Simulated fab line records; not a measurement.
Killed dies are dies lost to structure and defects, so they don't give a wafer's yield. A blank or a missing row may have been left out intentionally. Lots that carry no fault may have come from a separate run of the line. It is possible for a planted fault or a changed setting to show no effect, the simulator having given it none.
fab line records	flow nand_harc
record: lots: 12	wafers: 36	last_day: 24
route steps=1159 shown A_M0@1005 A_M1@1031 END@1159
lots with no fault: from the same line, run without faults
start_h: start of the lot's first displayed wafer, in hours after the record's first day	wait_h: hours since the lot's step before	" identical to the entry in the row above	L1.1+2: a row that stands for several wafers	- no value present, or no start provided	* or withheld: withheld	< > ~ a bound
route shown NAME@n: NAME is a module with steps in the file, n the number in the route of the first one	usual: the fault-free wafers' mean and standard deviation	same: alike in all rows	chamber/n: place in a boat	sites: the reading at each site	_std_site: standard deviation of those values	_edge_site: outer sites' mean less inner sites'	radius_mm: how far each site lies from the wafer's centre	mask NAME#n: copy n	behind: the last tool/chamber to shape the wafer	hold: cause of the lot's hold/its duration in hours/its outcome	device: transistor that didn't switch, given as n, p or np	end of line: at the end of the route, the tests of the same wafers	a step without rows: its recipe alone	killed: at the first sort, the dies lost to defects and structure; wafer yield is something else	map: a wafer's dies, marking killed ones x, the rest . and places with no die _
set.NAME: the setting the step ran with; set.NAME@STEP: the setting that earlier step ran with	model.NAME: the simulator's own value behind a step, which no gauge read
one table for each step of the route and one row for each wafer, over a sample of lots
services: when a tool's chamber went out of use (start_h, in hours from the record's first day, below 0 if earlier), for how many hours, and the reason
== steps ==
step: NHARC_A_M0_OVL_MEAS_10
recipe: pitch_nm: 160
usual: overlay_x_nm: 0.1/0.81	overlay_y_nm: -0.2/0.71
lot.wafer	tool	chamber	start_h	wait_h	overlay_x_nm	overlay_y_nm
L109.3	overlay-01	-	390.45	-	0.0	-1.1
L109.4	"	-	"	"	-0.5	-1.1
L109.5	"	-	"	"	-0.1	-1.1
L110.2	overlay-01	-	396.25	-	0.2	-1.3
L110.3	"	-	"	"	1.0	-1.1
L110.6	"	-	"	"	0.5	-1.1
L114.1	overlay-01	-	420.40	-	1.4	-0.1
L114.2	"	-	"	"	0.9	0.7
L114.5	"	-	"	"	0.7	0.2
L116.1	overlay-02	-	453.02	-	-0.6	-0.9
L116.2	"	-	"	"	-0.3	-1.0
L116.4	"	-	"	"	-0.1	-1.0
L117.1	overlay-02	-	456.39	-	0.6	0.4
L117.4	"	-	"	"	1.1	0.3
L117.5	"	-	"	"	-0.1	0.5
L119.1	overlay-01	-	456.67	-	1.0	-0.2
L119.2	"	-	"	"	1.4	-0.1
L119.5	"	-	"	"	0.5	0.1
L121.2	overlay-02	-	471.33	-	0.5	-1.0
L121.5	"	-	"	"	0.5	-1.6
L121.6	"	-	"	"	1.1	-1.1
L122.1	overlay-02	-	477.79	-	-0.5	-0.1
L122.2	"	-	"	"	-0.9	0.0
L122.4	"	-	"	"	-1.1	-0.3
L125.1	overlay-02	-	489.77	-	-0.4	1.6
L125.3	"	-	"	"	-0.8	1.2
L125.5	"	-	"	"	-0.1	1.2
L126.1	overlay-01	-	498.35	-	0.6	0.0
L126.2	"	-	"	"	0.2	0.0
L126.5	"	-	"	"	0.3	-0.5
L127.2	overlay-02	-	510.57	-	0.1	-1.3
L127.3	"	-	"	"	0.7	-1.0
L127.6	"	-	"	"	0.4	-0.3
L132.3	overlay-01	-	534.01	-	0.3	0.3
L132.4	"	-	"	"	0.6	-0.3
L132.5	"	-	"	"	0.4	0.0
step: NHARC_A_M0_PRE_CLEAN_29
recipe: time_s: 30	temp_c: 280	gas: H2/He
usual: heater_power_w: 420/39
lot.wafer	tool	chamber	start_h	wait_h	heater_power_w
L109.4	pvd_sputter-03	-	-	-	480
L109.3	"	-	"	"	395
L109.5	"	-	"	"	452
L110.2	pvd_sputter-01	-	-	-	460
L110.3	"	-	"	"	358
L110.6	"	-	"	"	465
L114.2	pvd_sputter-02	-	-	-	441
L114.1	"	-	"	"	405
L114.5	"	-	"	"	447
L116.1	pvd_sputter-02	-	-	-	407
L116.4	"	-	"	"	438
L116.2	"	-	"	"	445
L117.1	pvd_sputter-02	-	-	-	405
L117.4	"	-	"	"	408
L117.5	"	-	"	"	402
L119.2	pvd_sputter-01	-	-	-	460
L119.1	"	-	"	"	367
L119.5	"	-	"	"	451
L121.2	pvd_sputter-03	-	-	-	383
L121.5	"	-	"	"	480
L121.6	"	-	"	"	396
L122.1	pvd_sputter-01	-	-	-	383
L122.4	"	-	"	"	451
L122.2	"	-	"	"	365
L125.3	pvd_sputter-03	-	-	-	488
L125.1	"	-	"	"	388
L125.5	"	-	"	"	382
L126.1	pvd_sputter-01	-	-	-	368
L126.2	"	-	"	"	457
L126.5	"	-	"	"	370
L127.3	pvd_sputter-01	-	-	-	454
L127.2	"	-	"	"	362
L127.6	"	-	"	"	383
L132.4	pvd_sputter-01	-	-	-	390
L132.3	"	-	"	"	433
L132.5	"	-	"	"	394
step: NHARC_A_M0_ANNEAL_30
recipe: temp_c: 225	time_s: 90
usual: wafer_temp_C_max: 225.91/0.24
lot.wafer	tool	chamber	start_h	wait_h	wafer_temp_C_max
L109.3	rtp_anneal-01	0	392.32	0.3	225.88
L109.4	"	0	"	"	225.88
L109.5	"	0	"	"	226.02
L110.2	rtp_anneal-02	0	398.17	0.3	226.06
L110.3	"	0	"	"	226.05
L110.6	"	0	"	"	225.87
L114.1	rtp_anneal-01	0	422.25	0.3	225.58
L114.2	"	0	"	"	225.70
L114.5	"	0	"	"	225.67
L116.1	rtp_anneal-01	0	455.81	0.3	225.75
L116.2	"	0	"	"	226.11
L116.4	"	0	"	"	225.64
L117.1	rtp_anneal-02	0	458.14	0.3	225.95
L117.4	"	0	"	"	225.80
L117.5	"	0	"	"	226.01
L119.1	rtp_anneal-01	0	458.43	0.3	226.19
L119.2	"	0	"	"	225.99
L119.5	"	0	"	"	226.27
L121.2	rtp_anneal-02	0	473.16	0.3	225.72
L121.5	"	0	"	"	226.39
L121.6	"	0	"	"	225.40
L122.1	rtp_anneal-02	0	479.57	0.3	225.69
L122.2	"	0	"	"	225.48
L122.4	"	0	"	"	226.24
L125.1	rtp_anneal-02	0	491.62	-	226.21
L125.3	"	0	"	"	226.16
L125.5	"	0	"	"	226.29
L126.1	rtp_anneal-02	0	500.31	0.3	226.07
L126.2	"	0	"	"	226.12
L126.5	"	0	"	"	225.76
L127.2	rtp_anneal-02	0	512.43	-	225.90
L127.3	"	0	"	"	226.37
L127.6	"	0	"	"	225.79
L132.3	rtp_anneal-02	0	535.87	0.3	225.81
L132.4	"	0	"	"	226.15
L132.5	"	0	"	"	226.16
step: NHARC_A_M1_SOFTBAKE_04
recipe: temp_c: 105	time_s: 55
usual: heater_power_total_W: 188.46/0.14
lot.wafer	tool	chamber	start_h	wait_h	heater_power_total_W
L109.3	litho_track-06	0	394	-	188.49
L109.4	"	0	"	"	188.32
L109.5	"	0	"	"	188.23
L110.2	litho_track-04	0	400	-	188.34
L110.3	"	0	"	"	188.34
L110.6	"	0	"	"	188.58
L114.1	litho_track-06	0	424	-	188.73
L114.2	"	0	"	"	188.31
L114.5	"	0	"	"	188.33
L116.1	litho_track-01	0	457	-	188.58
L116.2	"	0	"	"	188.66
L116.4	"	0	"	"	188.38
L117.1	litho_track-04	0	460	-	188.56
L117.4	"	0	"	"	188.72
L117.5	"	0	"	"	188.46
L119.1	litho_track-04	0	460	-	188.33
L119.2	"	0	"	"	188.73
L119.5	"	0	"	"	188.35
L121.2	litho_track-06	0	475	-	188.48
L121.5	"	0	"	"	188.43
L121.6	"	0	"	"	188.40
L122.1	litho_track-06	0	483	-	188.37
L122.2	"	0	"	"	188.74
L122.4	"	0	"	"	188.33
L125.1	litho_track-06	0	493	-	225.23
L125.3	"	0	"	"	228.27
L125.5	"	0	"	"	228.90
L126.1	litho_track-06	0	502	-	223.74
L126.2	"	0	"	"	228.03
L126.5	"	0	"	"	228.94
L127.2	litho_track-01	0	514	-	188.40
L127.3	"	0	"	"	188.38
L127.6	"	0	"	"	188.43
L132.3	litho_track-01	0	537	-	188.40
L132.4	"	0	"	"	188.37
L132.5	"	0	"	"	188.31
step: NHARC_A_M1_CD_MEAS_09
recipe: target_cd_nm: 120	landing_energy_ev: 500
usual: cd_nm: 119.8/0.7
lot.wafer	tool	chamber	start_h	wait_h	cd_nm
L109.3	cd_sem-01	0	394.43	-	119.5
L109.4	"	0	"	"	120.6
L109.5	"	0	"	"	120.3
L110.2	cd_sem-01	0	400.50	-	121.0
L110.3	"	0	"	"	119.9
L110.6	"	0	"	"	121.1
L114.1	cd_sem-03	0	424.46	-	119.4
L114.2	"	0	"	"	120.5
L114.5	"	0	"	"	120.5
L116.1	cd_sem-02	0	458.03	-	119.2
L116.2	"	0	"	"	119.5
L116.4	"	0	"	"	120.6
L117.1	cd_sem-01	0	460.46	-	120.8
L117.4	"	0	"	"	120.2
L117.5	"	0	"	"	120.9
L119.1	cd_sem-03	0	460.69	-	119.8
L119.2	"	0	"	"	120.2
L119.5	"	0	"	"	119.2
L121.2	cd_sem-03	0	475.58	-	119.4
L121.5	"	0	"	"	120.9
L121.6	"	0	"	"	119.1
L122.1	cd_sem-01	0	484.00	-	119.5
L122.2	"	0	"	"	120.3
L122.4	"	0	"	"	121.4
L125.1	cd_sem-03	0	493.85	-	117.1
L125.3	"	0	"	"	116.8
L125.5	"	0	"	"	117.4
L126.1	cd_sem-03	0	502.43	-	116.7
L126.2	"	0	"	"	117.3
L126.5	"	0	"	"	118.7
L127.2	cd_sem-03	0	514.60	-	120.5
L127.3	"	0	"	"	121.1
L127.6	"	0	"	"	119.8
L132.3	cd_sem-02	0	537.87	-	118.4
L132.4	"	0	"	"	118.6
L132.5	"	0	"	"	118.7
step: NHARC_END_SORT_01
recipe: temp_c: 25
usual: defect_limited_yield: 95.4/1.5	killed_at_array: 27/9.9	killed_at_other: 0.6/0.84	killed_at_periphery: 3.7/2.5	killed_dies: 31/9.9	killed_open: 3.0/1.6	killed_short: 1.9/1.2	sort_bin_2_pct: 1.5/0.6	sort_bin_3_pct: 0.26/0.21	sort_bin_4_pct: 2.9/0.98	sort_n_pass: 646/9.9	sort_rim_yield_pct: 96.3/2.4	sort_yield_pct: 95.4/1.5
same: gross_dies: 677	sort_bin_5_pct[%]: 0	sort_bin_6_pct[%]: 0	sort_bin_7_pct[%]: 0	sort_bin_8_pct[%]: 0	sort_rim_n_gross: 106.00
lot.wafer	tool	chamber	start_h	wait_h	defect_limited_yield[%]	killed_at_array	killed_at_other	killed_at_periphery	killed_dies	killed_open	killed_short	sort_bin_2_pct[%]	sort_bin_3_pct[%]	sort_bin_4_pct[%]	sort_n_pass	sort_rim_yield_pct[%]	sort_yield_pct[%]
L119.1	prober-01	0	493.64	2.5	94.1	37	0	3	40	4	3	2.2	0.30	3.4	637	96.2	94.1
L119.2	prober-01	0	494.45	2.8	95.6	25	0	5	30	3	4	1.2	0.15	3.1	647	93.4	95.6
L119.5	prober-01	0	496.85	3.7	95.3	30	0	2	32	4	3	2.1	0.30	2.4	645	92.5	95.3
L117.1	prober-02	0	493.66	2.5	96.9	20	0	1	21	2	3	1.3	0	1.8	656	99.1	96.9
L117.4	prober-02	0	496.05	3.4	95.1	27	2	4	33	2	2	2.1	0.30	2.5	644	97.2	95.1
L117.5	prober-02	0	496.85	3.7	97.2	16	1	2	19	3	3	1.2	0.15	1.5	658	91.5	97.2
L116.1	prober-02	0	501.36	2.4	96.9	20	0	1	21	1	1	1.3	0	1.8	656	100.0	96.9
L116.2	prober-02	0	502.16	2.7	96.9	19	1	1	21	3	3	0.7	0.59	1.8	656	96.2	96.9
L116.4	prober-02	0	503.75	3.4	96.2	23	2	1	26	4	0	1.0	0.30	2.5	651	97.2	96.2
L121.2	prober-01	0	511.91	2.8	92.9	46	0	2	48	3	1	2.7	0.15	4.3	629	99.1	92.9
L121.5	prober-01	0	514.30	3.7	95.3	25	1	6	32	5	3	1.6	0.15	3.0	645	95.3	95.3
L121.6	prober-01	0	515.09	4.0	91.4	53	0	5	58	4	6	2.7	0.59	5.3	619	95.3	91.4
killed by level:class
L119.1 A_CHANNEL_HOLE_D1:chamber_film_flake=17 A_WL_FILL:chamber_film_flake=5 A_CONTACT:chamber_film_flake=5 P_ZERO_WELL:chamber_film_flake=2 A_STAIRCASE:chamber_film_flake=2 A_ONON_D1:geometric_particle:short=1 A_WL_FILL:geometric_particle:open=1 A_WL_FILL:geometric_particle:short=1
L117.1 A_CHANNEL_HOLE_D1:chamber_film_flake=10 A_CONTACT:chamber_film_flake=3 A_STAIRCASE:chamber_film_flake=2 A_ONON_D1:geometric_particle:open=1 A_CHANNEL_HOLE_D1:geometric_particle:short=1 A_CHANNEL_FILL_D1:geometric_particle:open=1 A_CHANNEL_FILL_D1:geometric_particle:short=1 A_CONTACT:geometric_particle:short=1
L119.2 A_CHANNEL_HOLE_D1:chamber_film_flake=8 A_CONTACT:chamber_film_flake=6 A_ONON_D1:geometric_particle:short=3 A_WL_FILL:chamber_film_flake=3 P_ZERO_WELL:chamber_film_flake=2 P_GATE:geometric_particle:open=1 P_M0:geometric_particle:short=1 A_ONON_D1:geometric_particle:open=1
L117.4 A_CHANNEL_HOLE_D1:chamber_film_flake=16 A_STAIRCASE:chamber_film_flake=4 A_CONTACT:chamber_film_flake=3 P_M0:chamber_film_flake=2 THIN_TSV:chamber_film_flake=2 P_GATE:geometric_particle:open=1 A_SOURCE_PLATE:geometric_particle:open=1 A_STAIRCASE:geometric_particle:short=1
L117.5 A_CHANNEL_HOLE_D1:chamber_film_flake=6 A_M1:geometric_particle:open=2 A_STAIRCASE:chamber_film_flake=2 P_GATE:geometric_particle:short=1 A_SOURCE_PLATE:geometric_particle:open=1 A_SLIT:geometric_particle:short=1 A_CONTACT:geometric_particle:short=1 P_BONDPAD:chamber_film_flake=1
L119.5 A_CHANNEL_HOLE_D1:chamber_film_flake=9 A_STAIRCASE:chamber_film_flake=6 A_WL_FILL:chamber_film_flake=6 A_CONTACT:chamber_film_flake=3 A_CONTACT:geometric_particle:open=2 P_M2:geometric_particle:short=1 A_WL_FILL:geometric_particle:short=1 A_WL_FILL:geometric_particle:open=1
L116.1 A_SLIT:chamber_film_flake=14 A_CONTACT:chamber_film_flake=2 P_GATE:geometric_particle:short=1 A_CHANNEL_HOLE_D1:geometric_particle:open=1 A_CHANNEL_HOLE_D1:chamber_film_flake=1 A_CHANNEL_FILL_D1:chamber_film_flake=1 A_STAIRCASE:chamber_film_flake=1
L116.2 A_SLIT:chamber_film_flake=9 A_CHANNEL_FILL_D1:geometric_particle:short=3 A_CONTACT:chamber_film_flake=2 P_GATE:geometric_particle:open=1 A_CHANNEL_FILL_D1:geometric_particle:open=1 A_M0:geometric_particle:open=1 A_CHANNEL_HOLE_D1:chamber_film_flake=1 A_CHANNEL_FILL_D1:chamber_film_flake=1
L116.4 A_SLIT:chamber_film_flake=12 A_CHANNEL_HOLE_D1:chamber_film_flake=5 STARTING-WAFER:geometric_particle:open=2 A_STAIRCASE:chamber_film_flake=2 P_M0:geometric_particle:open=1 A_SOURCE_PLATE:geometric_particle:open=1 A_ZERO_WELL:chamber_film_flake=1 A_WL_FILL:chamber_film_flake=1
L121.2 A_SLIT:chamber_film_flake=21 A_CHANNEL_HOLE_D1:chamber_film_flake=16 A_STAIRCASE:chamber_film_flake=3 A_CONTACT:geometric_particle:open=2 P_STI:chamber_film_flake=2 A_CONTACT:chamber_film_flake=2 A_SGD_CUT:geometric_particle:short=1 A_M0:geometric_particle:open=1
L121.5 A_SLIT:chamber_film_flake=13 A_CHANNEL_HOLE_D1:chamber_film_flake=5 A_CONTACT:geometric_particle:open=3 P_ZERO_WELL:chamber_film_flake=3 A_STAIRCASE:chamber_film_flake=2 P_M0:geometric_particle:open=1 P_M0:geometric_particle:short=1 A_CONTACT:geometric_particle:short=1
L121.6 A_SLIT:chamber_film_flake=22 A_CHANNEL_HOLE_D1:chamber_film_flake=19 A_STAIRCASE:chamber_film_flake=4 P_M0:geometric_particle:short=2 A_M0:geometric_particle:short=2 A_CONTACT:chamber_film_flake=2 P_M0:geometric_particle:open=1 P_BONDPAD:geometric_particle:short=1
== services ==
tool	chamber	start_h	hours	kind
pvd_sputter-01	-	376.65	2.5	repair
pvd_sputter-01	-	391.63	3.1	repair
pvd_sputter-02	-	392.12	10.0	pm
litho_track-01	-	443.00	7.0	pm
litho_track-06	-	447.86	-	consumable_replace:filter
pvd_sputter-01	-	453.74	3.7	repair
pvd_sputter-03	-	458.00	10.0	pm
litho_track-06	-	467.00	7.0	pm
litho_track-04	-	491.00	7.0	pm
pvd_sputter-01	-	514.06	10.0	pm
== key ==
first_sign: step: NHARC_A_M1_SOFTBAKE_04	reading: heater_power_total_W	direction: up	sigmas: 99+	usual: *	struck: *
effect: step: NHARC_A_M1_CD_MEAS_09	reading: cd_nm	direction: down	sigmas: 3.6	usual: 119.8	struck: 117.3	through: control_loop
met_at NHARC_A_M1_SOFTBAKE_04
struck_lots L125,L126
loop_trim: step: NHARC_A_M1_EXPOSE_06	setting: dose	lots: L126
not_acting_at NHARC_A_M0_OVL_MEAS_10,NHARC_A_M0_PRE_CLEAN_29,NHARC_A_M0_ANNEAL_30
onset_between 483 493
fault: kind: process_parameter_drift	tool: litho_track-06	chamber: -	onset_h: 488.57	steps: NHARC_A_M1_SOFTBAKE_04	channel: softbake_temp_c	offset: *	shape: step	end_h: 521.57	acts_in: *	stated: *
loop_trim: a control loop set the setting to another value than it would have without faults
